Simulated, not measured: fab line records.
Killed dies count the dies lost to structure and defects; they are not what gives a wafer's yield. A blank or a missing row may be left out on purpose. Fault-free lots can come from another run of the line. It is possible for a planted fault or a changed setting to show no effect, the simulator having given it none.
fab line records	flow n5-finfet	part 1 of 2: steps 1 to 23 of 35
record lots=5	wafers=15	last-day=17
route steps=1938 shown PASS1_CAP@1874 TV_LITHO@1875 TV_OPEN@1887 PAD_METAL@1893 PASSIVATION@1897
lots with no fault: from the same line, run without faults
start-h: hours from the record's first day to the start of the lot's first wafer shown	wait-h: hours since the lot's step before	" repeats the value in the row above	L1.1+2: one row covering several wafers at once	- value missing, or start not given	* or withheld: withheld	< > ~ a bound
route shown NAME@n: NAME is a module with steps in the file, n the number in the route of the first one	usual: mean/standard deviation of fault-free wafers	same: alike in all rows	chamber/n: place in a boat	sites: each site's reading	_std_site: the standard deviation of these	_edge_site: inner sites' mean taken away from outer sites' mean	radius-mm: how far each site lies from the wafer's centre	mask NAME#n: copy n	behind: the last tool/chamber to shape the wafer	hold: the reason the lot was held/the length of the hold in hours/how it ended	device: the n, p or np transistor that did not switch	end of line: tests run on the same wafers once the route is complete	for a step that has no rows: nothing shown but its recipe	killed: at the first sort, the dies lost to defects and structure; wafer yield is something else	map: shows each die of a wafer: x if killed, . if not, _ if none is there
set.NAME: the setting that was run; set.NAME@STEP: the one run at that earlier step	model.NAME: the simulator's own value behind a step, which no gauge read
certain route steps with their lots: each step a table, each wafer a row
services: when a tool's chamber went out of use (start-h, in hours from the record's first day, below 0 if earlier), for how many hours, and the reason
## steps
# step N5_PASSIVATION_PECVD_01
# recipe material=SiNx	target-thk-a=2000	temp-c=400	precursor=SiH4/NH3/N2	pressure-torr=4.9	rf-w=1406	time-s=43.2
# usual heater-power-w=431/82	showerhead-plenum-p-Torr=8.69/0.055	throttle-valve-pct=29.4/1.9
lot.wafer	tool	chamber	start-h	wait-h	heater-power-w	showerhead-plenum-p-Torr	throttle-valve-pct
L075.1	pecvd-01	0	296.79	0.0	382	8.68	31.3
L075.3	"	2	"	"	513	8.73	27.6
L075.5	"	2	"	"	518	8.73	27.4
L077.1	pecvd-02	2	309.63	0.0	494	8.62	28.2
L077.2	"	0	"	"	376	8.75	28.0
L077.3	"	1	"	"	310	8.75	27.9
L082.2	pecvd-02	1	333.92	0.0	363	8.75	28.1
L082.5	"	2	"	"	521	8.63	28.2
L082.6	"	0	"	"	373	8.74	28.0
L087.1	pecvd-01	1	389.35	0.0	409	8.72	30.6
L087.3	"	0	"	"	429	8.70	31.4
L087.5	"	1	"	"	422	8.74	30.7
L090.3	pecvd-02	0	407.16	0.0	287	8.73	28.2
L090.5	"	2	"	"	462	8.66	28.4
L090.6	"	1	"	"	373	8.76	28.1
# step N5_PASSIVATION_HMDS_03
# recipe time-s=60	temp-c=120
lot.wafer	tool	chamber	start-h	wait-h
L075.1+3+5	litho-track-01	0	297.33	0.5
L077.1+2+3	litho-track-01	0	310.05	0.4
L082.2+5+6	litho-track-05	0	334.08	0.1
L087.1+3+5	litho-track-02	0	391.84	2.5
L090.3+5+6	litho-track-05	0	408.50	1.3
# step N5_PASSIVATION_COAT_04
# recipe spin-rpm=*	resist-thk-nm=*
lot.wafer	tool	chamber	start-h	wait-h
L075.1+3+5	litho-track-01	0	-	-
L077.1+2+3	litho-track-01	0	-	-
L082.2+5+6	litho-track-05	0	-	-
L087.1+3+5	litho-track-02	0	-	-
L090.3+5+6	litho-track-05	0	-	-
# step N5_PASSIVATION_EBR_06
# recipe solvent=PGMEA	ebr-width-mm=1.5
lot.wafer	tool	chamber	start-h	wait-h
L075.1+3+5	litho-track-01	0	-	-
L077.1+2+3	litho-track-01	0	-	-
L082.2+5+6	litho-track-05	0	-	-
L087.1+3+5	litho-track-02	0	-	-
L090.3+5+6	litho-track-05	0	-	-
# step N5_PASSIVATION_SOFTBAKE_05
# recipe temp-c=100	time-s=90
lot.wafer	tool	chamber	start-h	wait-h
L075.1+3+5	litho-track-01	0	-	-
L077.1+2+3	litho-track-01	0	-	-
L082.2+5+6	litho-track-05	0	-	-
L087.1+3+5	litho-track-02	0	-	-
L090.3+5+6	litho-track-05	0	-	-
# step N5_PASSIVATION_EXPOSE_07
# recipe mask-id=TV	na=0.55	source-shape=conventional	sigma-outer=0.8	polarization=unpolarized	defocus-nm=0	target-cd-nm=3000	dose-mj=22.75
lot.wafer	tool	chamber	start-h	wait-h	mask
L075.1+3+5	krf-scanner-02	0	297.56	-	TV#0
L077.1+2+3	krf-scanner-02	0	310.28	-	TV#0
L082.2+5+6	krf-scanner-02	0	334.35	-	TV#0
L087.1+3+5	krf-scanner-01	0	391.95	-	TV#0
L090.3+5+6	krf-scanner-01	0	408.62	-	TV#0
# step N5_PASSIVATION_PEB_08
# recipe peb-temp-c=withheld	peb-time-s=*
lot.wafer	tool	chamber	start-h	wait-h
L075.1+3+5	litho-track-01	0	297.62	0.1
L077.1+2+3	litho-track-05	0	310.34	0.1
L082.2+5+6	litho-track-02	0	334.40	0.0
L087.1+3+5	litho-track-05	0	392.01	0.1
L090.3+5+6	litho-track-02	0	408.67	0.0
# step N5_PASSIVATION_DEVELOP_09
# recipe develop-time-s=60	rinse-liquid=diw	dry=air-spin	dev-temp-c=21
lot.wafer	tool	chamber	start-h	wait-h
L075.1+3+5	litho-track-01	0	-	-
L077.1+2+3	litho-track-05	0	-	-
L082.2+5+6	litho-track-02	0	-	-
L087.1+3+5	litho-track-05	0	-	-
L090.3+5+6	litho-track-02	0	-	-
# step N5_PASSIVATION_HARDBAKE_11
# recipe temp-c=130	time-s=120
lot.wafer	tool	chamber	start-h	wait-h
L075.1+3+5	litho-track-01	0	-	-
L077.1+2+3	litho-track-05	0	-	-
L082.2+5+6	litho-track-02	0	-	-
L087.1+3+5	litho-track-05	0	-	-
L090.3+5+6	litho-track-02	0	-	-
# step N5_PASSIVATION_CD_MEAS_10
# recipe target-cd-nm=3000	landing-energy-ev=500	detector=se-inlens
# usual cd-nm=3000.3/2.1
lot.wafer	tool	chamber	start-h	wait-h	cd-nm
L075.1	cd-sem-03	0	297.73	-	2998.3
L075.3	"	0	"	"	3001.1
L075.5	"	0	"	"	2996.0
L077.1	cd-sem-03	0	310.46	-	2998.8
L077.2	"	0	"	"	2996.7
L077.3	"	0	"	"	2998.4
L082.2	cd-sem-02	0	334.52	-	3001.6
L082.5	"	0	"	"	3002.0
L082.6	"	0	"	"	3002.4
L087.1	cd-sem-03	0	392.12	-	2999.5
L087.3	"	0	"	"	3001.3
L087.5	"	0	"	"	3002.4
L090.3	cd-sem-01	0	408.79	-	3000.1
L090.5	"	0	"	"	3002.5
L090.6	"	0	"	"	2998.4
# step N5_PASSIVATION_OVL_MEAS_60
# recipe points-per-wafer=44
# usual TV_OVL=-2/5.8
lot.wafer	tool	chamber	start-h	wait-h	TV_OVL[nm]
L075.1	overlay-02	0	297.76	0.0	-5
L075.3	"	0	"	"	-11
L075.5	"	0	"	"	5
L077.1	overlay-01	0	310.49	0.0	-1
L077.2	"	0	"	"	6
L077.3	"	0	"	"	-2
L082.2	overlay-01	0	334.55	0.0	1
L082.5	"	0	"	"	-2
L082.6	"	0	"	"	-3
L087.1	overlay-01	0	392.15	0.0	2
L087.3	"	0	"	"	-9
L087.5	"	0	"	"	-3
L090.3	overlay-02	0	408.82	0.0	2
L090.5	"	0	"	"	4
L090.6	"	0	"	"	-10
# step N5_PASSIVATION_INSPECT_61
# recipe mode=adi	inspect-instrument=macro
# usual raw-defect-count=2.0/1.3
lot.wafer	tool	chamber	start-h	wait-h	raw-defect-count
L075.1	defect-inspect-02	-	297.79	0.0	5
L075.3	"	-	"	"	2
L075.5	"	-	"	"	2
L077.1	defect-inspect-02	-	310.51	0.0	2
L077.2	"	-	"	"	1
L077.3	"	-	"	"	0
L082.2	defect-inspect-02	-	334.57	0.0	1
L082.5	"	-	"	"	0
L082.6	"	-	"	"	1
L087.1	defect-inspect-01	-	392.18	0.0	3
L087.3	"	-	"	"	2
L087.5	"	-	"	"	1
L090.3	defect-inspect-02	-	408.85	0.0	2
L090.5	"	-	"	"	0
L090.6	"	-	"	"	2
# step N5_PASSIVATION_DESCUM_12
# recipe chemistry=O2	time-s=7.9	source-power-w=50	bias-power-w=20	pressure-mtorr=20	rf-frequency-hz=2.712e+07	temp-c=40	o2-flow-sccm=225
# usual drypump-motor-current-A=5.9/0.44	o2-flow-sccm=225.0/0.68	oes-product-au=0.82/0.11	rf-vpp-V=242.8/1.5	showerhead-plenum-p-Torr=2.07/0.087	temp-c=40.00/0.12	throttle-valve-pct=20.47/0.26
lot.wafer	tool	chamber	start-h	wait-h	drypump-motor-current-A	o2-flow-sccm	oes-product-au	rf-hours-counter-h	rf-vpp-V	showerhead-plenum-p-Torr	temp-c	throttle-valve-pct
L075.1	rie-diel-01	3	297.82	0.0	6.3	224.6	1.03	1	243.7	2.06	40.01	20.07
L075.3	"	0	"	"	5.9	224.0	0.71	232	242.5	2.06	39.99	20.85
L075.5	"	1	"	"	5.6	224.9	0.67	-	242.3	2.06	39.97	21.05
L077.1	rie-diel-06	2	310.85	0.3	5.6	224.8	0.70	205	243.6	2.16	40.10	20.58
L077.2	"	3	"	"	6.7	224.7	0.99	6	244.9	2.23	39.75	20.27
L077.3	"	0	"	"	6.0	225.1	0.90	29	241.0	2.05	40.25	20.11
L082.2	rie-diel-06	0	335.14	0.6	6.0	225.1	0.89	38	242.5	2.05	40.10	20.12
L082.5	"	1	"	"	6.0	225.6	0.76	-	239.6	1.92	39.93	20.34
L082.6	"	0	"	"	6.0	225.3	0.89	-	242.5	2.05	40.15	20.14
L087.1	rie-diel-01	0	392.21	0.0	5.9	224.7	0.92	7	242.0	2.05	39.95	20.42
L087.3	"	1	"	"	5.6	226.1	0.92	18	242.8	2.05	39.79	20.64
L087.5	"	1	"	"	5.5	225.6	0.93	-	242.8	2.05	39.81	20.64
L090.3	rie-diel-01	2	408.88	0.0	5.4	226.1	0.71	176	243.0	2.11	40.13	20.62
L090.5	"	3	"	"	6.3	223.8	0.92	-	241.4	2.05	39.83	20.12
L090.6	"	1	"	"	5.5	225.0	0.91	-	241.9	2.05	40.21	20.64
# step N5_PASSIVATION_PASS_ETCH_74
# recipe chemistry=CF4/O2	target=SiNx	target-depth-a=2200	time-s=110	ion-energy-ev=100	pressure-mtorr=40	source-w=535	bias-w=49	Ar_flow_sccm=100	cf4-flow-sccm=100	O2_flow_sccm=10
# usual drypump-motor-current-A=5.9/0.44	mfc-ar-sccm=100.02/0.29	oes-product-au=0.81/0.11	rf-vpp-V=241.9/3	showerhead-plenum-p-Torr=2.18/0.084	throttle-valve-pct=15.99/0.27
lot.wafer	tool	chamber	start-h	wait-h	drypump-motor-current-A	mfc-ar-sccm	oes-product-au	rf-hours-counter-h	rf-vpp-V	showerhead-plenum-p-Torr	throttle-valve-pct
L075.1	rie-diel-01	3	297.89	0.0	6.2	100.08	1.03	1	236.3	2.17	15.63
L075.3	"	0	"	"	5.9	100.21	0.70	232	243.3	2.18	16.46
L075.5	"	1	"	"	5.5	100.12	0.67	-	243.4	2.17	16.62
L077.1	rie-diel-06	2	310.91	0.0	5.6	100.55	0.69	205	245.7	2.28	16.19
L077.2	"	3	"	"	6.7	99.63	0.98	6	239.8	2.32	15.75
L077.3	"	0	"	"	6.0	99.77	0.91	29	240.2	2.16	15.64
L082.2	rie-diel-06	0	335.21	0.0	6.0	99.98	0.87	38	240.3	2.16	15.66
L082.5	"	1	"	"	6.0	99.90	0.74	-	245.2	2.02	15.88
L082.6	"	0	"	"	6.0	99.92	0.88	-	240.9	2.16	15.64
L087.1	rie-diel-01	0	392.28	0.0	5.8	99.88	0.92	7	243.0	2.17	16.00
L087.3	"	1	"	"	5.5	100.09	0.93	18	242.4	2.16	16.16
L087.5	"	1	"	"	5.5	99.87	0.93	-	244.5	2.16	16.18
L090.3	rie-diel-01	2	408.94	0.0	5.4	100.01	0.72	176	243.1	2.20	16.09
L090.5	"	3	"	"	6.3	100.34	0.92	-	236.1	2.16	15.69
L090.6	"	1	"	"	5.5	99.90	0.91	-	243.2	2.16	16.17
# step N5_PASSIVATION_VIA_ETCH_13
# recipe chemistry=CHF3/O2	target=SiO2	target-depth-a=6600	CHF3_flow_sccm=50	O2_flow_sccm=5	Ar_flow_sccm=200	time-s=330	mask-material=PR	pressure-mtorr=30	source-w=650	bias-w=170	ion-energy-ev=200	ends=cleared
# usual drypump-motor-current-A=5.9/0.43	etch-rf-on-time-s=236/5.1	mfc-ar-sccm=200.0/0.61	oes-product-au=0.74/0.097	rf-vpp-V=526/6	showerhead-plenum-p-Torr=2.38/0.091	throttle-valve-pct=18.87/0.25
lot.wafer	tool	chamber	start-h	wait-h	drypump-motor-current-A	etch-rf-on-time-s	mfc-ar-sccm	oes-product-au	rf-hours-counter-h	rf-vpp-V	showerhead-plenum-p-Torr	throttle-valve-pct
L075.1	rie-diel-01	3	297.98	0.0	6.3	230	199.6	0.92	1	514	2.37	18.52
L075.3	"	0	"	"	5.9	234	200.5	0.64	232	528	2.37	19.26
L075.5	"	1	"	"	5.5	247	200.8	0.60	-	530	2.37	19.47
L077.1	rie-diel-06	2	311.00	0.0	5.6	243	199.9	0.63	206	531	2.47	18.95
L077.2	"	3	"	"	6.7	232	200.4	0.88	6	526	2.54	18.64
L077.3	"	0	"	"	6.0	236	199.9	0.82	29	524	2.35	18.50
L082.2	rie-diel-06	0	335.30	0.0	6.0	232	200.0	0.80	38	523	2.35	18.50
L082.5	"	1	"	"	6.0	238	200.6	0.68	-	534	2.22	18.82
L082.6	"	0	"	"	6.0	239	200.6	0.81	-	522	2.35	18.50
L087.1	rie-diel-01	0	392.37	0.0	5.9	228	201.0	0.84	7	528	2.36	18.81
L087.3	"	1	"	"	5.5	223	199.2	0.84	18	527	2.36	19.09
L087.5	"	1	"	"	5.5	228	199.8	0.83	-	528	2.36	19.08
L090.3	rie-diel-01	2	409.04	0.0	5.4	238	199.2	0.64	176	530	2.41	18.97
L090.5	"	3	"	"	6.3	239	200.1	0.83	-	514	2.36	18.58
L090.6	"	1	"	"	5.5	231	199.2	0.83	-	529	2.36	19.09
# step N5_PASSIVATION_STRIP_14
# recipe chemistry=O2	power-w=600	temp-c=60	pressure-mtorr=30	rf-frequency-hz=6e+07	bias-power-w=0	overash-fraction=0.5	o2-flow-sccm=225
# usual drypump-motor-current-A=5.9/0.44	o2-flow-sccm=225.0/0.69	oes-product-au=0.82/0.11	rf-vpp-V=3.5/0.96	showerhead-plenum-p-Torr=2.08/0.087	temp-c=60.00/0.12	throttle-valve-pct=16.70/0.25
lot.wafer	tool	chamber	start-h	wait-h	drypump-motor-current-A	o2-flow-sccm	oes-product-au	rf-hours-counter-h	rf-vpp-V	showerhead-plenum-p-Torr	temp-c	throttle-valve-pct
L075.1	rie-diel-01	3	298.18	0.1	6.3	225.3	1.01	1	5.7	2.06	60.18	16.31
L075.3	"	0	"	"	5.9	225.8	0.72	232	5.5	2.06	60.07	17.09
L075.5	"	1	"	"	5.5	225.7	0.68	-	2.2	2.06	60.17	17.31
L077.1	rie-diel-06	2	311.20	0.1	5.6	225.8	0.69	206	5.4	2.16	60.04	16.83
L077.2	"	3	"	"	6.7	224.7	0.97	6	3.8	2.23	59.98	16.47
L077.3	"	0	"	"	6.0	224.8	0.90	29	2.5	2.06	60.16	16.33
L082.2	rie-diel-06	0	335.50	0.1	6.0	225.9	0.86	38	2.9	2.05	59.91	16.35
L082.5	"	1	"	"	6.0	225.3	0.76	-	4.1	1.93	60.14	16.62
L082.6	"	0	"	"	6.0	224.8	0.87	-	3.2	2.05	59.70	16.39
L087.1	rie-diel-01	0	392.57	0.1	5.9	225.0	0.92	7	2.7	2.06	59.90	16.61
L087.3	"	1	"	"	5.6	225.0	0.92	19	3.9	2.06	59.83	16.85
L087.5	"	1	"	"	5.5	225.7	0.92	-	3.2	2.06	59.72	16.82
L090.3	rie-diel-01	2	409.23	0.1	5.4	225.1	0.71	176	3.7	2.11	59.96	16.85
L090.5	"	3	"	"	6.3	224.7	0.93	-	2.6	2.05	59.94	16.36
L090.6	"	1	"	"	5.5	225.9	0.93	-	4.3	2.05	60.12	16.85
# step N5_PASSIVATION_ETCH_15
# recipe chemistry=CF4/N2	target=SiCN	target-depth-a=750	taper-deg=2	time-s=81.2	ion-energy-ev=150	mask-material=SiNx	pressure-mtorr=40	source-w=430	bias-w=70	Ar_flow_sccm=100	cf4-flow-sccm=60	n2-flow-sccm=60
# usual drypump-motor-current-A=5.9/0.44	mfc-ar-sccm=100.0/0.31	oes-product-au=0.81/0.11	rf-vpp-V=381.7/2.2	showerhead-plenum-p-Torr=2.18/0.085	throttle-valve-pct=15.44/0.26
lot.wafer	tool	chamber	start-h	wait-h	drypump-motor-current-A	mfc-ar-sccm	oes-product-au	rf-hours-counter-h	rf-vpp-V	showerhead-plenum-p-Torr	throttle-valve-pct
L075.1	rie-diel-01	3	-	-	6.3	99.8	1.01	1	381.7	2.18	15.07
L075.3	"	0	"	"	5.8	100.3	0.71	232	381.3	2.18	15.88
L075.5	"	1	"	"	5.5	100.0	0.67	-	381.1	2.17	16.07
L077.1	rie-diel-06	2	-	-	5.6	100.3	0.69	206	384.2	2.28	15.60
L077.2	"	3	"	"	6.7	99.7	0.97	6	386.1	2.33	15.21
L077.3	"	0	"	"	6.0	100.0	0.90	29	381.6	2.16	15.08
L082.2	rie-diel-06	0	-	-	6.0	99.7	0.88	38	381.4	2.16	15.11
L082.5	"	1	"	"	6.0	99.7	0.74	-	378.2	2.03	15.38
L082.6	"	0	"	"	6.0	99.9	0.88	-	380.5	2.16	15.10
L087.1	rie-diel-01	0	-	-	5.9	100.3	0.91	7	380.8	2.17	15.41
L087.3	"	1	"	"	5.5	99.8	0.93	19	379.8	2.16	15.59
L087.5	"	1	"	"	5.6	100.1	0.92	-	379.6	2.16	15.60
L090.3	rie-diel-01	2	-	-	5.4	100.0	0.71	176	381.4	2.20	15.55
L090.5	"	3	"	"	6.2	100.0	0.92	-	381.9	2.16	15.15
L090.6	"	1	"	"	5.5	100.4	0.91	-	382.1	2.16	15.60
# step N5_PASSIVATION_STRIP_73
# recipe chemistry=post-etch-residue-remover	time-s=60	temp-c=25	remover-ph=withheld	remover-water-wt-pct=withheld	remover-fluoride-wt-pct=withheld
# usual temp-c=24.99/0.1
lot.wafer	tool	chamber	start-h	wait-h	temp-c
L075.1	wet-bench-05	6	298.34	-	25.02
L075.3	"	1	"	"	24.88
L075.5	"	2	"	"	25.01
L077.1	wet-bench-03	3	311.36	-	24.99
L077.2	"	0	"	"	25.10
L077.3	"	6	"	"	25.05
L082.2	wet-bench-01	1	335.65	-	25.00
L082.5	"	5	"	"	24.98
L082.6	"	3	"	"	24.98
L087.1	wet-bench-05	7	392.72	-	24.99
L087.3	"	0	"	"	24.89
L087.5	"	3	"	"	25.02
L090.3	wet-bench-03	7	409.39	-	24.92
L090.5	"	2	"	"	25.06
L090.6	"	5	"	"	25.15
# step N5_PASSIVATION_SRD_17
# recipe time-s=30	temp-c=23	rinse-liquid=diw	dry=n2-spin	spin-rpm=1500	dry-time-s=30
# usual temp-c=23.01/0.11
lot.wafer	tool	chamber	start-h	wait-h	temp-c
L075.1	wet-bench-05	6	298.36	0.0	23.08
L075.3	"	1	"	"	23.08
L075.5	"	2	"	"	22.82
L077.1	wet-bench-03	3	311.38	0.0	23.00
L077.2	"	0	"	"	23.10
L077.3	"	6	"	"	22.98
L082.2	wet-bench-01	1	335.67	0.0	22.98
L082.5	"	5	"	"	22.84
L082.6	"	3	"	"	23.11
L087.1	wet-bench-05	7	392.74	0.0	22.93
L087.3	"	0	"	"	23.00
L087.5	"	3	"	"	23.15
L090.3	wet-bench-03	7	409.41	0.0	23.04
L090.5	"	2	"	"	23.00
L090.6	"	5	"	"	22.95
# step N5_PASSIVATION_DEGAS_18
# recipe ambient=vacuum	temp-c=300	time-s=60
# usual heater-power-w=486/37
lot.wafer	tool	chamber	start-h	wait-h	heater-power-w
L075.1	pvd-sputter-02	-	298.42	0.0	450
L075.3	"	-	"	"	487
L075.5	"	-	"	"	524
L077.1	pvd-sputter-03	-	311.89	0.5	489
L077.2	"	-	"	"	413
L077.3	"	-	"	"	489
L082.2	pvd-sputter-01	-	340.84	5.2	534
L082.5	"	-	"	"	487
L082.6	"	-	"	"	518
L087.1	pvd-sputter-01	-	393.32	0.6	491
L087.3	"	-	"	"	527
L087.5	"	-	"	"	496
L090.3	pvd-sputter-03	-	409.90	0.5	536
L090.5	"	-	"	"	475
L090.6	"	-	"	"	490
# step N5_PASSIVATION_PRE_CLEAN_19
# recipe gas=H2/He	time-s=*	temp-c=*
# usual heater-power-w=485/37
lot.wafer	tool	chamber	start-h	wait-h	heater-power-w
L075.1	pvd-sputter-02	-	298.46	0.0	448
L075.3	"	-	"	"	477
L075.5	"	-	"	"	515
L077.1	pvd-sputter-03	-	311.93	0.0	473
L077.2	"	-	"	"	399
L077.3	"	-	"	"	503
L082.2	pvd-sputter-01	-	340.88	0.0	527
L082.5	"	-	"	"	491
L082.6	"	-	"	"	517
L087.1	pvd-sputter-01	-	393.36	0.0	489
L087.3	"	-	"	"	519
L087.5	"	-	"	"	485
L090.3	pvd-sputter-03	-	409.94	0.0	539
L090.5	"	-	"	"	469
L090.6	"	-	"	"	490
# step N5_PASSIVATION_SPUTTER_20
# recipe material=TaN	target-thk-a=500	temp-c=25	chamber-pressure-pa=0.4
# usual throttle-valve-pct=30.2/1.1
lot.wafer	tool	chamber	start-h	wait-h	throttle-valve-pct
L075.1	pvd-sputter-02	-	298.50	0.0	30.5
L075.3	"	-	"	"	29.0
L075.5	"	-	"	"	29.6
L077.1	pvd-sputter-03	-	311.97	0.0	29.4
L077.2	"	-	"	"	30.6
L077.3	"	-	"	"	29.3
L082.2	pvd-sputter-01	-	340.92	0.0	29.0
L082.5	"	-	"	"	31.1
L082.6	"	-	"	"	32.4
L087.1	pvd-sputter-01	-	393.40	0.0	31.1
L087.3	"	-	"	"	32.1
L087.5	"	-	"	"	31.1
L090.3	pvd-sputter-03	-	409.98	0.0	28.5
L090.5	"	-	"	"	29.3
L090.6	"	-	"	"	29.4
# step N5_PASSIVATION_AL_DEP_21
# recipe material=Al	target-thk-a=28000	temp-c=400	time-s=170	power-w=30000	chamber-pressure-pa=0.4	gas=Ar
# usual throttle-valve-pct=30.2/1
lot.wafer	tool	chamber	start-h	wait-h	throttle-valve-pct
L075.1	pvd-sputter-02	-	298.60	0.1	30.4
L075.3	"	-	"	"	29.3
L075.5	"	-	"	"	29.6
L077.1	pvd-sputter-03	-	312.07	0.1	29.4
L077.2	"	-	"	"	30.4
L077.3	"	-	"	"	29.5
L082.2	pvd-sputter-01	-	341.02	0.1	29.1
L082.5	"	-	"	"	31.2
L082.6	"	-	"	"	32.2
L087.1	pvd-sputter-01	-	393.50	0.1	31.1
L087.3	"	-	"	"	32.2
L087.5	"	-	"	"	31.1
L090.3	pvd-sputter-03	-	410.08	0.1	28.6
L090.5	"	-	"	"	29.5
L090.6	"	-	"	"	29.3
